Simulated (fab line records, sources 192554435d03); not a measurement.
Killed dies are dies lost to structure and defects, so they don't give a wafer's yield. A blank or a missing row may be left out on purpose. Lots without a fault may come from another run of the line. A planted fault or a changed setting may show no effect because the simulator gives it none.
fab line records | flow n5_finfet
record lots=24 wafers=72 last_day=18
route steps=1938 shown GATE_CUT@504 MOL_CONTACT_COAG@530
lots that met no fault: from a run of the same line without faults
start_h: hours from the record's first day to the start of the lot's first wafer shown | wait_h: hours since the lot's step before | " the same as in the row above | L1.1+2: a row that stands for several wafers | - no value, or no start given | * or withheld: withheld | < > ~ a bound
route shown NAME@n: a module of which the file shows steps, and the number in the route of the first | usual: mean/standard deviation of fault-free wafers | same: alike in all rows | chamber/n: place in a boat | sites: the reading at each site | _std_site: their standard deviation | _edge_site: outer sites' mean less inner sites' | radius_mm: how far each site lies from the wafer's centre | mask NAME#n: copy n | behind: the tool/chamber that last shaped the wafer | hold: why the lot was held/for how many hours/how that ended | device: the transistor (n, p or np) that didn't switch | end of line: the same wafers' tests at the end of the route | a step without rows: its recipe alone | killed: dies lost to structure and defects at the first sort, not the wafer's yield | map: a wafer's dies, x killed, . not, _ none there
set.NAME: the setting as run; set.NAME@STEP: as run at that earlier step | model.NAME: the simulator's own value behind a step, which no gauge read
steps of the route over a sample of lots; a table a step, a row a wafer
services: from which hour (start_h, from the record's first day; less than 0 if before it) a tool's chamber was out of use, for how many hours, and why
## steps
# step N5_GATE_CUT_VAPOR_ETCH_48
# recipe chemistry=BCl3/Cl2 target=TiN mode=isotropic
# usual drypump_motor_current_A=5.9/0.41 oes_product_au=0.79/0.093
# columns lot.wafer tool chamber start_h wait_h drypump_motor_current_A oes_product_au
L074.1 rie_metal-03 1 90.60 0.0 5.9 0.87
L074.4 " 1 " " 6.0 0.88
L074.5 " 0 " " 6.2 0.67
L075.3 rie_metal-01 0 96.80 0.0 5.8 0.95
L075.5 " 1 " " 5.3 0.79
L075.6 " 0 " " 5.7 0.96
L076.1 rie_metal-01 1 98.11 0.0 5.3 0.79
L076.3 " 0 " " 5.7 0.96
L076.5 " 0 " " 5.7 0.95
L078.1 rie_metal-01 1 111.26 0.0 5.3 0.79
L078.4 " 0 " " 5.7 0.95
L078.5 " 0 " " 5.8 0.95
L077.1 rie_metal-03 0 112.81 0.0 6.2 0.67
L077.5 " 0 " " 6.2 0.67
L077.6 " 1 " " 6.0 0.87
L079.2 rie_metal-01 0 121.81 0.0 5.8 0.94
L079.4 " 0 " " 5.7 0.95
L079.6 " 0 " " 5.8 0.95
L080.1 rie_metal-01 0 123.33 0.0 5.7 0.94
L080.2 " 1 " " 5.3 0.78
L080.5 " 1 " " 5.3 0.78
L081.1 rie_metal-01 1 129.30 0.0 5.3 0.78
L081.2 " 0 " " 5.7 0.93
L081.5 " 1 " " 5.3 0.78
L082.2 rie_metal-01 1 133.99 0.0 5.3 0.78
L082.4 " 0 " " 5.8 0.92
L082.5 " 1 " " 5.3 0.77
L083.1 rie_metal-01 0 141.85 0.0 5.8 0.92
L083.2 " 1 " " 5.3 0.77
L083.5 " 1 " " 5.3 0.77
L084.1 rie_metal-03 1 147.48 0.0 5.9 0.85
L084.4 " 1 " " 5.9 0.85
L084.5 " 1 " " 5.9 0.85
L085.2 rie_metal-03 1 154.47 0.0 5.9 0.85
L085.5 " 1 " " 6.0 0.85
L085.6 " 0 " " 6.2 0.65
L086.1 rie_metal-03 1 156.72 0.0 6.0 0.84
L086.3 " 1 " " 5.9 0.85
L086.4 " 0 " " 6.2 0.66
L087.3 rie_metal-02 0 159.76 0.0 6.5 0.72
L087.5 " 1 " " 6.3 0.76
L087.6 " 0 " " 6.5 0.72
L088.1 rie_metal-02 0 168.77 0.0 6.5 0.71
L088.2 " 1 " " 6.3 0.76
L088.3 " 0 " " 6.5 0.71
L089.1 rie_metal-03 1 176.75 0.0 6.0 0.84
L089.4 " 1 " " 6.0 0.84
L089.6 " 1 " " 5.9 0.85
L090.1 rie_metal-02 1 179.63 0.0 6.3 0.75
L090.4 " 0 " " 6.5 0.70
L090.5 " 0 " " 6.5 0.71
L091.1 rie_metal-01 0 188.70 0.0 5.8 0.90
L091.4 " 0 " " 5.7 0.90
L091.5 " 1 " " 5.3 0.77
L092.1 rie_metal-01 1 195.36 0.0 5.3 0.77
L092.4 " 1 " " 5.3 0.77
L092.5 " 1 " " 5.3 0.76
L093.1 rie_metal-02 1 202.52 0.0 6.3 0.75
L093.4 " 1 " " 6.3 0.75
L093.6 " 0 " " 6.5 0.70
L094.1 rie_metal-02 1 205.36 0.0 6.3 0.76
L094.5 " 1 " " 6.3 0.76
L094.6 " 0 " " 6.5 0.71
L095.3 rie_metal-03 1 213.08 0.0 6.0 0.84
L095.5 " 1 " " 6.0 0.85
L095.6 " 0 " " 6.1 0.65
L096.1 rie_metal-02 1 218.68 0.0 6.3 0.75
L096.3 " 1 " " 6.3 0.75
L096.5 " 1 " " 6.3 0.74
L097.2 rie_metal-02 1 225.34 0.0 6.3 0.74
L097.4 " 0 " " 6.6 0.70
L097.6 " 1 " " 6.3 0.75
# step N5_GATE_CUT_CMP_61
# recipe stop_on=SiNx t_overpolish_s=3 post_cmp_clean=alkaline_brush down_force_psi=4 platen_rpm=27.09 pad_velocity_m_s=0.539
# usual edge_zone_pressure_frac=1.000/0.0043 motor_current_A=11.3/1.4
# same t_overpolish_s=3
# columns lot.wafer tool chamber start_h wait_h edge_zone_pressure_frac motor_current_A
L074.1 cmp-01 2 93.77 0.3 1.002 11.9
L074.4 " 3 " " 1.002 12.7
L074.5 " 1 " " 1.004 11.2
L075.3 cmp-04 1 99.38 0.3 1.000 10.9
L075.6 " 0 " " 0.999 12.9
L075.5 " 1 " " 1.001 11.3
L076.1 cmp-01 3 101.18 0.3 1.001 13.4
L076.3 " 0 " " 0.996 9.4
L076.5 " 3 " " 0.998 13.1
L078.1 cmp-04 3 113.85 0.3 1.009 10.5
L078.4 " 0 " " 1.010 13.5
L078.5 " 2 " " 1.004 10.1
L077.1 cmp-01 0 115.43 0.3 1.011 9.5
L077.6 " 2 " " 0.991 11.6
L077.5 " 3 " " 1.001 13.2
L079.2 cmp-04 2 124.37 0.4 1.007 10.3
L079.4 " 1 " " 1.000 10.4
L079.6 " 3 " " 0.996 10.6
L080.2 cmp-04 3 126.00 0.4 0.993 10.9
L080.1 " 2 " " 1.000 9.9
L080.5 " 3 " " 1.004 9.1
L081.1 cmp-04 0 131.89 0.3 1.006 13.4
L081.2 " 1 " " 0.996 11.1
L081.5 " 3 " " 0.996 10.9
L082.2 cmp-04 2 136.61 0.3 1.008 10.2
L082.4 " 3 " " 1.003 10.1
L082.5 " 0 " " 0.996 13.3
L083.1 cmp-01 1 144.47 0.3 1.000 11.8
L083.2 " 2 " " 0.999 12.4
L083.5 " 0 " " 0.996 9.2
L084.4 cmp-04 1 150.12 0.4 1.001 10.4
L084.1 " 3 " " 0.998 10.6
L084.5 " 2 " " 0.995 10.4
L085.2 cmp-04 3 157.12 0.2 0.998 10.2
L085.5 " 0 " " 1.004 13.0
L085.6 " 1 " " 1.000 10.8
L086.1 cmp-04 3 159.28 0.4 1.000 10.6
L086.4 " 1 " " 1.001 10.7
L086.3 " 2 " " 0.994 10.9
L087.3 cmp-03 3 162.31 0.4 1.004 15.2
L087.5 " 3 " " 1.003 14.3
L087.6 " 0 " " 0.997 9.7
L088.3 cmp-04 2 171.33 0.4 1.007 10.1
L088.2 " 3 " " 0.998 10.8
L088.1 " 0 " " 1.004 13.5
L089.1 cmp-04 2 179.34 0.3 1.004 9.9
L089.4 " 3 " " 1.000 10.5
L089.6 " 1 " " 0.998 11.1
L090.1 cmp-04 2 182.18 0.4 0.999 10.5
L090.4 " 1 " " 0.998 10.5
L090.5 " 2 " " 1.006 9.9
L091.1 cmp-01 3 193.41 0.3 0.995 12.6
L091.4 " 0 " " 0.997 9.5
L091.5 " 2 " " 1.000 11.3
L092.4 cmp-04 2 197.95 0.4 1.004 9.5
L092.1 " 1 " " 0.998 11.3
L092.5 " 3 " " 1.002 10.0
L093.4 cmp-03 3 205.11 0.3 1.007 15.8
L093.1 " 1 " " 0.997 13.2
L093.6 " 3 " " 1.004 14.9
L094.1 cmp-04 3 207.97 0.3 1.002 10.5
L094.5 " 2 " " 1.002 9.9
L094.6 " 3 " " 1.000 10.4
L095.3 cmp-04 1 215.74 0.4 0.992 10.2
L095.6 " 1 " " 0.998 10.9
L095.5 " 2 " " 0.995 9.9
L096.3 cmp-04 3 221.23 0.4 1.000 10.4
L096.1 " 0 " " 0.995 13.0
L096.5 " 0 " " 0.996 12.9
L097.2 cmp-04 0 227.95 0.3 1.007 12.9
L097.4 " 1 " " 0.997 11.1
L097.6 " 2 " " 0.998 9.8
# step N5_MOL_CONTACT_COAG_ETCH_59
# recipe chemistry=N2/H2 target=underlayer target_depth_a=130 mask_material=CAR-EUV time_s=10.4 ion_energy_ev=200 pressure_mtorr=30 source_w=840 bias_w=150 n2_flow_sccm=200 h2_flow_sccm=200 ends=cleared
# usual drypump_motor_current_A=5.7/0.32 etch_rf_on_time_s=10.40/0.18 n2_flow_sccm=200.0/0.67 oes_product_au=0.69/0.073 rf_vpp_V=524.5/2.4 showerhead_plenum_p_Torr=2.57/0.087 throttle_valve_pct=17.9/0.32
# columns lot.wafer tool chamber start_h wait_h drypump_motor_current_A etch_rf_on_time_s n2_flow_sccm oes_product_au rf_hours_counter_h rf_vpp_V showerhead_plenum_p_Torr throttle_valve_pct
L074.1 rie_diel-01 0 94.76 0.0 5.5 10.34 200.3 0.83 1 522.8 2.51 18.2
L074.4 " 2 " " 5.9 10.48 200.6 0.64 155 524.9 2.66 18.1
L074.5 " 1 " " 5.5 10.15 200.5 0.73 - 525.9 2.58 17.4
L075.3 rie_diel-06 2 100.18 0.0 6.8 10.22 198.6 0.66 149 524.6 2.53 18.1
L075.5 " 3 " " 5.4 9.89 199.4 0.76 - 524.6 2.58 17.6
L075.6 " 0 " " 5.8 10.27 199.3 0.68 - 523.6 2.56 17.8
L076.1 rie_diel-01 2 101.96 0.0 5.9 10.32 199.3 0.65 157 527.2 2.66 18.1
L076.3 " 0 " " 5.4 10.31 199.6 0.82 3 522.5 2.51 18.2
L076.5 " 0 " " 5.5 10.19 199.4 0.83 - 523.2 2.51 18.2
L078.1 rie_diel-03 1 114.95 0.0 5.8 10.59 199.5 0.80 11 527.6 2.70 17.4
L078.4 " 3 " " 5.1 10.73 199.8 0.61 197 520.0 2.42 18.0
L078.5 " 0 " " 6.0 10.45 199.9 0.62 - 526.4 2.63 18.2
L077.1 rie_diel-01 2 116.20 0.0 5.8 10.34 200.7 0.64 163 526.4 2.65 18.1
L077.5 " 1 " " 5.5 10.12 199.9 0.72 - 524.0 2.57 17.4
L077.6 " 2 " " 5.8 10.23 201.6 0.64 - 527.2 2.66 18.1
L079.2 rie_diel-03 1 125.24 0.0 5.8 10.39 200.9 0.81 14 528.2 2.70 17.4
L079.4 " 0 " " 6.0 10.29 200.1 0.62 202 527.6 2.62 18.2
L079.6 " 2 " " 5.6 10.29 199.2 0.71 - 525.4 2.68 17.9
L080.1 rie_diel-01 0 126.81 0.0 5.5 10.41 201.4 0.80 12 521.4 2.50 18.2
L080.2 " 2 " " 5.9 10.37 200.7 0.64 166 526.2 2.65 18.2
L080.5 " 3 " " 6.1 10.60 199.9 0.58 - 523.0 2.50 17.8
L081.1 rie_diel-01 0 132.55 0.0 5.5 10.33 199.3 0.79 14 521.0 2.50 18.2
L081.2 " 2 " " 5.8 10.36 199.1 0.63 169 527.7 2.65 18.1
L081.5 " 0 " " 5.5 10.43 199.4 0.78 - 522.1 2.50 18.2
L082.2 rie_diel-03 1 137.41 0.0 5.8 10.62 201.3 0.78 19 528.9 2.70 17.4
L082.4 " 3 " " 5.1 10.72 198.9 0.60 206 521.9 2.41 18.0
L082.5 " 1 " " 5.8 10.62 200.6 0.77 - 528.2 2.70 17.4
L083.1 rie_diel-01 1 146.13 0.0 5.5 10.14 199.3 0.71 95 524.7 2.57 17.5
L083.2 " 0 " " 5.5 10.32 200.3 0.77 20 522.2 2.50 18.2
L083.5 " 0 " " 5.5 10.28 200.0 0.77 - 522.3 2.50 18.2
L084.1 rie_diel-01 1 150.84 0.0 5.5 10.24 200.2 0.71 98 523.0 2.57 17.5
L084.4 " 0 " " 5.5 10.45 200.0 0.77 - 522.5 2.50 18.2
L084.5 " 2 " " 5.9 10.40 200.5 0.62 - 526.1 2.65 18.2
L085.2 rie_diel-01 1 157.84 0.0 5.5 10.23 201.1 0.71 101 524.2 2.56 17.5
L085.5 " 1 " " 5.5 10.18 199.9 0.70 - 524.2 2.56 17.5
L085.6 " 0 " " 5.5 10.35 200.6 0.77 - 522.3 2.50 18.2
L086.1 rie_diel-03 0 159.97 0.0 6.0 10.41 200.3 0.61 214 526.6 2.62 18.2
L086.3 " 1 " " 5.8 10.57 200.2 0.77 28 529.5 2.69 17.4
L086.4 " 2 " " 5.6 10.42 200.1 0.68 100 527.2 2.67 17.9
L087.3 rie_diel-01 2 163.12 0.0 5.8 10.37 200.5 0.62 183 526.6 2.65 18.2
L087.5 " 0 " " 5.5 10.28 200.1 0.76 - 522.8 2.50 18.2
L087.6 " 3 " " 6.1 10.15 198.4 0.83 - 522.8 2.50 17.4
L088.1 rie_diel-06 3 172.17 0.0 5.4 10.04 199.7 0.72 84 523.5 2.57 17.7
L088.2 " 1 " " 5.8 10.25 200.5 0.72 79 523.3 2.46 18.1
L088.3 " 0 " " 5.8 10.36 200.4 0.66 136 523.2 2.55 17.9
L089.1 rie_diel-01 0 180.18 0.0 5.5 10.34 200.0 0.76 34 523.2 2.49 18.2
L089.4 " 1 " " 5.5 10.10 199.8 0.70 109 523.9 2.56 17.5
L089.6 " 0 " " 5.5 10.32 199.7 0.76 - 521.8 2.49 18.2
L090.1 rie_diel-03 3 183.00 0.0 5.1 10.81 200.3 0.59 221 520.5 2.41 18.0
L090.4 " 2 " " 5.6 10.54 200.1 0.69 108 528.7 2.67 17.9
L090.5 " 0 " " 6.0 10.49 199.9 0.61 - 526.0 2.62 18.2
L091.1 rie_diel-03 3 194.04 0.0 5.1 10.67 201.1 0.59 225 519.8 2.40 18.0
L091.4 " 2 " " 5.7 10.49 200.1 0.68 111 527.2 2.67 17.9
L091.5 " 2 " " 5.7 10.41 199.5 0.69 - 526.4 2.67 17.9
L092.1 rie_diel-03 3 199.71 0.0 5.1 10.81 199.0 0.59 227 519.2 2.40 18.0
L092.4 " 0 " " 6.0 10.51 200.1 0.60 229 524.8 2.61 18.2
L092.5 " 2 " " 5.6 10.55 201.0 0.67 - 526.3 2.67 17.9
L093.1 rie_diel-03 3 205.77 0.0 5.1 10.74 199.8 0.59 229 521.4 2.40 18.0
L093.4 " 1 " " 5.8 10.56 201.4 0.75 42 528.5 2.69 17.4
L093.6 " 2 " " 5.7 10.62 200.3 0.67 - 527.0 2.67 17.9
L094.1 rie_diel-03 2 208.75 0.0 5.7 10.44 200.4 0.68 115 528.6 2.66 17.9
L094.5 " 2 " " 5.6 10.44 200.5 0.68 - 527.7 2.66 17.9
L094.6 " 3 " " 5.1 10.52 200.2 0.60 - 520.4 2.40 18.0
L095.3 rie_diel-01 2 216.55 0.0 5.9 10.36 199.3 0.62 199 527.6 2.64 18.2
L095.5 " 1 " " 5.5 10.21 200.0 0.69 - 523.8 2.56 17.5
L095.6 " 0 " " 5.5 10.28 200.5 0.74 - 523.8 2.49 18.3
L096.1 rie_diel-01 2 222.05 0.0 5.9 10.53 199.2 0.61 201 526.6 2.64 18.2
L096.3 " 1 " " 5.5 10.30 200.2 0.69 122 523.0 2.55 17.5
L096.5 " 2 " " 5.9 10.53 200.1 0.61 - 528.0 2.64 18.2
L097.2 rie_diel-06 0 228.61 0.0 5.7 10.47 199.7 0.64 153 524.0 2.55 17.9
L097.4 " 1 " " 5.8 10.24 199.1 0.69 97 521.9 2.46 18.2
L097.6 " 0 " " 5.7 10.43 199.1 0.64 - 523.6 2.55 17.9
# step N5_MOL_CONTACT_COAG_STRIP_98
# recipe chemistry=N2/H2 power_w=500 temp_c=40 pressure_mtorr=50 rf_frequency_hz=6e+07 overash_fraction=0.3 bias_power_w=8 h2_frac=0.5 n2_flow_sccm=300 h2_flow_sccm=300
# usual drypump_motor_current_A=5.7/0.32 n2_flow_sccm=300.0/0.98 oes_product_au=0.81/0.086 rf_vpp_V=54.3/1.5 showerhead_plenum_p_Torr=3.39/0.11 throttle_valve_pct=19.0/0.49
# columns lot.wafer tool chamber start_h wait_h drypump_motor_current_A n2_flow_sccm oes_product_au rf_hours_counter_h rf_vpp_V showerhead_plenum_p_Torr throttle_valve_pct
L074.1 rie_diel-01 0 95.06 0.0 5.5 300.0 0.99 1 55.6 3.31 19.6
L074.4 " 2 " " 5.9 300.5 0.75 155 57.3 3.51 19.5
L074.5 " 1 " " 5.5 296.5 0.85 - 54.6 3.40 18.4
L075.3 rie_diel-06 2 100.47 0.0 6.9 299.6 0.76 149 54.7 3.35 18.9
L075.5 " 3 " " 5.4 299.0 0.86 - 54.2 3.41 18.7
L075.6 " 0 " " 5.8 299.3 0.79 - 56.1 3.39 18.8
L076.1 rie_diel-01 2 102.25 0.0 5.9 299.0 0.76 157 56.4 3.50 19.5
L076.3 " 0 " " 5.4 299.8 0.97 3 54.9 3.31 19.6
L076.5 " 0 " " 5.4 300.4 0.97 - 55.2 3.31 19.6
L078.1 rie_diel-03 1 115.24 0.0 5.8 300.2 0.94 11 55.7 3.56 18.3
L078.4 " 3 " " 5.1 298.2 0.73 198 54.5 3.20 18.9
L078.5 " 0 " " 6.0 298.6 0.73 - 55.1 3.47 19.5
L077.1 rie_diel-01 2 116.50 0.0 5.9 298.9 0.73 163 53.7 3.50 19.4
L077.5 " 1 " " 5.6 301.2 0.83 - 53.3 3.39 18.4
L077.6 " 2 " " 5.9 299.2 0.75 - 53.2 3.50 19.5
L079.2 rie_diel-03 1 125.53 0.0 5.8 299.0 0.94 15 55.8 3.56 18.4
L079.4 " 0 " " 6.0 298.7 0.73 202 55.0 3.46 19.5
L079.6 " 2 " " 5.7 301.3 0.82 - 55.0 3.53 18.7
L080.1 rie_diel-01 0 127.10 0.0 5.5 298.8 0.94 12 56.9 3.31 19.6
L080.2 " 2 " " 5.9 300.0 0.75 166 56.2 3.50 19.5
L080.5 " 3 " " 6.1 301.3 0.68 - 54.4 3.30 18.7
L081.1 rie_diel-01 0 132.84 0.0 5.5 300.8 0.93 14 55.4 3.31 19.6
L081.2 " 2 " " 5.9 301.4 0.74 169 54.1 3.50 19.4
L081.5 " 0 " " 5.5 301.4 0.94 - 52.5 3.31 19.6
L082.2 rie_diel-03 1 137.70 0.0 5.8 301.0 0.93 19 52.9 3.56 18.3
L082.4 " 3 " " 5.1 301.2 0.72 206 53.9 3.19 18.9
L082.5 " 1 " " 5.8 301.2 0.93 - 55.5 3.56 18.4
L083.1 rie_diel-01 1 146.42 0.0 5.6 298.4 0.83 95 53.4 3.39 18.4
L083.2 " 0 " " 5.5 300.7 0.93 20 54.2 3.30 19.7
L083.5 " 0 " " 5.5 300.6 0.91 - 55.2 3.30 19.6
L084.1 rie_diel-01 1 151.14 0.0 5.5 301.7 0.84 98 54.6 3.39 18.4
L084.4 " 0 " " 5.5 299.1 0.92 - 54.2 3.30 19.7
L084.5 " 2 " " 5.9 298.2 0.73 - 55.6 3.49 19.5
L085.2 rie_diel-01 1 158.13 0.0 5.5 301.1 0.82 101 56.3 3.38 18.4
L085.5 " 1 " " 5.5 300.5 0.81 - 54.1 3.38 18.4
L085.6 " 0 " " 5.5 299.8 0.91 - 55.5 3.30 19.6
L086.1 rie_diel-03 0 160.26 0.0 6.0 299.5 0.72 214 55.5 3.46 19.5
L086.3 " 1 " " 5.8 300.4 0.90 28 56.8 3.55 18.4
L086.4 " 2 " " 5.7 299.8 0.80 100 58.5 3.52 18.7
L087.3 rie_diel-01 2 163.41 0.0 5.9 300.1 0.74 183 53.1 3.49 19.5
L087.5 " 0 " " 5.5 300.8 0.89 - 52.4 3.30 19.6
L087.6 " 3 " " 6.1 299.7 0.97 - 52.3 3.30 18.2
L088.1 rie_diel-06 3 172.46 0.0 5.4 299.8 0.85 84 53.3 3.39 18.7
L088.2 " 1 " " 5.8 300.7 0.83 79 51.9 3.26 19.4
L088.3 " 0 " " 5.8 300.0 0.77 136 54.3 3.37 18.8
L089.1 rie_diel-01 0 180.48 0.0 5.5 300.0 0.87 34 52.1 3.30 19.7
L089.4 " 1 " " 5.6 301.0 0.81 109 55.6 3.38 18.4
L089.6 " 0 " " 5.5 298.9 0.89 - 53.0 3.29 19.7
L090.1 rie_diel-03 3 183.29 0.0 5.1 300.3 0.69 221 53.4 3.18 19.0
L090.4 " 2 " " 5.6 299.3 0.80 108 54.8 3.52 18.7
L090.5 " 0 " " 6.0 300.4 0.71 - 55.9 3.45 19.5
L091.1 rie_diel-03 3 194.33 0.0 5.1 300.5 0.70 225 54.1 3.18 19.0
L091.4 " 2 " " 5.7 300.4 0.78 111 55.9 3.52 18.8
L091.5 " 2 " " 5.7 299.7 0.80 - 54.6 3.52 18.8
L092.1 rie_diel-03 3 200.00 0.0 5.1 300.7 0.70 227 53.6 3.18 19.0
L092.4 " 0 " " 6.0 298.9 0.70 229 54.3 3.45 19.6
L092.5 " 2 " " 5.6 300.3 0.79 - 54.7 3.51 18.7
L093.1 rie_diel-03 3 206.07 0.0 5.1 298.4 0.70 229 54.0 3.18 19.0
L093.4 " 1 " " 5.8 300.8 0.87 42 53.0 3.54 18.4
L093.6 " 2 " " 5.6 299.7 0.79 - 54.3 3.51 18.7
L094.1 rie_diel-03 2 209.05 0.0 5.7 300.6 0.79 115 55.6 3.51 18.8
L094.5 " 2 " " 5.7 300.9 0.80 - 54.9 3.51 18.8
L094.6 " 3 " " 5.1 299.6 0.70 - 53.2 3.18 19.0
L095.3 rie_diel-01 2 216.84 0.0 5.9 300.0 0.72 199 52.9 3.48 19.5
L095.5 " 1 " " 5.5 299.0 0.79 - 56.0 3.38 18.5
L095.6 " 0 " " 5.5 300.9 0.87 - 55.5 3.29 19.7
L096.1 rie_diel-01 2 222.34 0.0 5.9 300.2 0.73 201 56.2 3.48 19.5
L096.3 " 1 " " 5.5 300.9 0.80 122 55.5 3.37 18.4
L096.5 " 2 " " 5.9 301.1 0.73 - 56.2 3.48 19.5
L097.2 rie_diel-06 0 228.91 0.0 5.8 298.7 0.76 153 53.1 3.36 18.8
L097.4 " 1 " " 5.8 302.1 0.82 97 55.1 3.25 19.4
L097.6 " 0 " " 5.8 299.0 0.75 - 51.6 3.36 18.8
# step N5_MOL_CONTACT_COAG_PRE_CLEAN_142
# recipe gas=H2/He time_s=60 temp_c=300
# usual heater_power_w=434/38
# columns lot.wafer tool chamber start_h wait_h heater_power_w
L074.1 pvd_sputter-01 - 103.31 4.2 389
L074.4 " - " " 422
L074.5 " - " " 421
L075.3 pvd_sputter-03 - 107.74 2.1 484
L075.5 " - " " 485
L075.6 " - " " 462
L076.1 pvd_sputter-03 - 107.90 2.4 470
L076.3 " - " " 468
L076.5 " - " " 465
L078.1 pvd_sputter-02 - 121.78 3.4 439
L078.4 " - " " 477
L078.5 " - " " 433
L077.1 pvd_sputter-01 - 122.16 2.1 423
L077.5 " - " " 372
L077.6 " - " " 421
L079.2 pvd_sputter-01 - 131.21 1.1 423
L079.4 " - " " 425
L079.6 " - " " 426
L080.1 pvd_sputter-01 - 131.75 1.1 356
L080.2 " - " " 420
L080.5 " - " " 414
L081.1 pvd_sputter-02 - 139.87 1.5 417
L081.2 " - " " 449
L081.5 " - " " 470
L082.2 pvd_sputter-02 - 144.75 2.5 468
L082.4 " - " " 429
L082.5 " - " " 435
L083.1 pvd_sputter-01 - 151.25 1.3 395
L083.2 " - " " 443
L083.5 " - " " 433
L084.1 pvd_sputter-03 - 158.84 1.0 455
L084.4 " - " " 469
L084.5 " - " " 446
L085.2 pvd_sputter-02 - 165.00 2.5 446
L085.5 " - " " 502
L085.6 " - " " 457
L086.1 pvd_sputter-01 - 165.25 2.3 362
L086.3 " - " " 419
L086.4 " - " " 428
L087.3 pvd_sputter-03 - 169.38 1.9 456
L087.5 " - " " 405
L087.6 " - " " 450
L088.1 pvd_sputter-01 - 180.22 3.2 425
L088.2 " - " " 402
L088.3 " - " " 431
L089.1 pvd_sputter-03 - 187.06 3.5 450
L089.4 " - " " 409
L089.6 " - " " 408
L090.1 pvd_sputter-03 - 191.39 0.8 419
L090.4 " - " " 468
L090.5 " - " " 442
L091.1 pvd_sputter-03 - 197.33 0.8 417
L091.4 " - " " 447
L091.5 " - " " 402
L092.1 pvd_sputter-01 - 205.37 1.7 361
L092.4 " - " " 423
L092.5 " - " " 428
L093.1 pvd_sputter-02 - 211.32 1.7 482
L093.4 " - " " 514
L093.6 " - " " 434
L094.1 pvd_sputter-02 - 218.22 2.8 442
L094.5 " - " " 424
L094.6 " - " " 455
L095.3 pvd_sputter-02 - 221.66 1.4 437
L095.5 " - " " 431
L095.6 " - " " 435
L096.1 pvd_sputter-03 - 227.31 1.5 418
L096.3 " - " " 460
L096.5 " - " " 419
L097.2 pvd_sputter-03 - 233.85 1.5 450
L097.4 " - " " 398
L097.6 " - " " 452
# step N5_MOL_CONTACT_COAG_ALD_123
# recipe material=SiNx target_thk_a=50 temp_c=400 ald_precursor_family=SiH2I2 ald_co_reactant=N2/H2-plasma pulse_time_s=1 purge_time_s=2 co_reactant_purge_time_s=2 ald_cycles=100 pressure_torr=2
# usual heater_power_w=831/91 precursor_pulse_height_rel=1.000/0.019
# columns lot.wafer tool chamber start_h wait_h heater_power_w precursor_pulse_height_rel
L074.1 ald_sin-01 0 106.29 0.0 843 1.012
L074.4 " 2 " " 802 1.006
L074.5 " 2 " " 780 1.006
L075.3 ald_sin-02 0 111.38 0.2 1009 0.976
L075.5 " 0 " " 969 1.001
L075.6 " 3 " " 654 0.985
L076.1 ald_sin-02 3 111.86 0.3 667 1.023
L076.3 " 1 " " 776 1.005
L076.5 " 2 " " 830 0.999
L078.1 ald_sin-02 3 124.88 0.0 666 0.994
L078.4 " 1 " " 786 1.015
L078.5 " 3 " " 664 1.003
L077.1 ald_sin-03 2 125.26 0.2 798 1.026
L077.5 " 0 " " 911 1.010
L077.6 " 3 " " 768 1.015
L079.2 ald_sin-03 0 134.28 0.0 906 0.977
L079.4 " 3 " " 751 0.996
L079.6 " 0 " " 913 0.967
L080.1 ald_sin-03 0 134.88 0.0 933 1.017
L080.2 " 1 " " 855 1.008
L080.5 " 3 " " 755 0.984
L081.1 ald_sin-03 1 142.83 0.0 838 0.955
L081.2 " 3 " " 761 0.984
L081.5 " 0 " " 923 1.008
L082.2 ald_sin-01 2 148.20 0.5 790 0.995
L082.4 " 3 " " 828 0.974
L082.5 " 2 " " 792 1.009
L083.1 ald_sin-03 1 154.41 0.0 887 1.006
L083.2 " 0 " " 920 0.992
L083.5 " 2 " " 801 1.010
L084.1 ald_sin-02 1 161.80 0.0 774 1.029
L084.4 " 0 " " 980 0.991
L084.5 " 3 " " 656 0.993
L085.2 ald_sin-01 3 167.96 0.0 819 1.016
L085.5 " 1 " " 901 0.980
L085.6 " 0 " " 799 1.032
L086.1 ald_sin-03 3 168.39 0.2 751 1.000
L086.3 " 1 " " 862 1.018
L086.4 " 0 " " 912 0.993
L087.3 ald_sin-02 1 172.44 0.0 780 0.986
L087.5 " 0 " " 983 0.973
L087.6 " 1 " " 772 1.000
L088.1 ald_sin-02 0 183.41 0.0 1016 1.025
L088.2 " 2 " " 844 0.983
L088.3 " 1 " " 782 0.988
L089.1 ald_sin-02 3 190.08 0.1 656 1.011
L089.4 " 0 " " 973 0.971
L089.6 " 0 " " 996 0.988
L090.1 ald_sin-03 1 195.36 0.0 847 1.006
L090.4 " 0 " " 880 1.011
L090.5 " 3 " " 742 0.965
L091.1 ald_sin-02 1 200.77 0.0 775 0.983
L091.4 " 2 " " 843 1.021
L091.5 " 2 " " 845 1.002
L092.1 ald_sin-01 3 208.61 0.0 826 1.009
L092.4 " 2 " " 794 1.001
L092.5 " 0 " " 827 1.022
L093.1 ald_sin-02 2 214.28 0.0 874 1.032
L093.4 " 0 " " 973 0.981
L093.6 " 2 " " 848 1.024
L094.1 ald_sin-03 1 222.45 0.0 852 0.996
L094.5 " 3 " " 721 0.996
L094.6 " 0 " " 887 0.971
L095.3 ald_sin-01 2 224.67 0.0 803 0.997
L095.5 " 3 " " 835 1.019
L095.6 " 0 " " 811 0.990
L096.1 ald_sin-02 1 230.28 0.0 794 0.981
L096.3 " 3 " " 660 1.002
L096.5 " 1 " " 765 1.017
L097.2 ald_sin-03 2 237.31 0.5 794 0.982
L097.4 " 3 " " 722 1.029
L097.6 " 1 " " 849 1.008
## services
# columns tool chamber start_h hours kind
pvd_sputter-02 - 72.75 1.6 repair
pvd_sputter-02 - 77.78 1.6 repair
cmp-01 - 79.11 4.0 pm
ald_sin-02 - 85.25 14.0 pm
ald_sin-01 3 89.03 4.4 repair
pvd_sputter-02 - 105.07 4.9 repair
rie_diel-01 3 105.15 7.8 repair
pvd_sputter-01 - 107.19 4.0 repair
cmp-04 - 108.90 1.5 repair
cmp-01 - 122.73 1.6 repair
cmp-01 - 132.47 1.0 repair
cmp-01 - 151.87 0.2 repair
pvd_sputter-03 - 161.93 6.6 repair
rie_diel-06 - 174.50 0.2 repair
ald_sin-03 - 176.81 14.0 pm
pvd_sputter-02 - 185.64 12.6 repair
ald_sin-01 - 189.68 4.3 pm
rie_diel-03 1 191.39 1.3 repair
cmp-04 - 192.11 4.0 pm
ald_sin-02 3 212.69 12.1 repair
ald_sin-02 1 221.04 5.6 repair
cmp-01 - 223.63 1.2 repair
ald_sin-02 2 226.91 10.4 repair
ald_sin-03 1 227.38 3.0 repair
## key
fault none
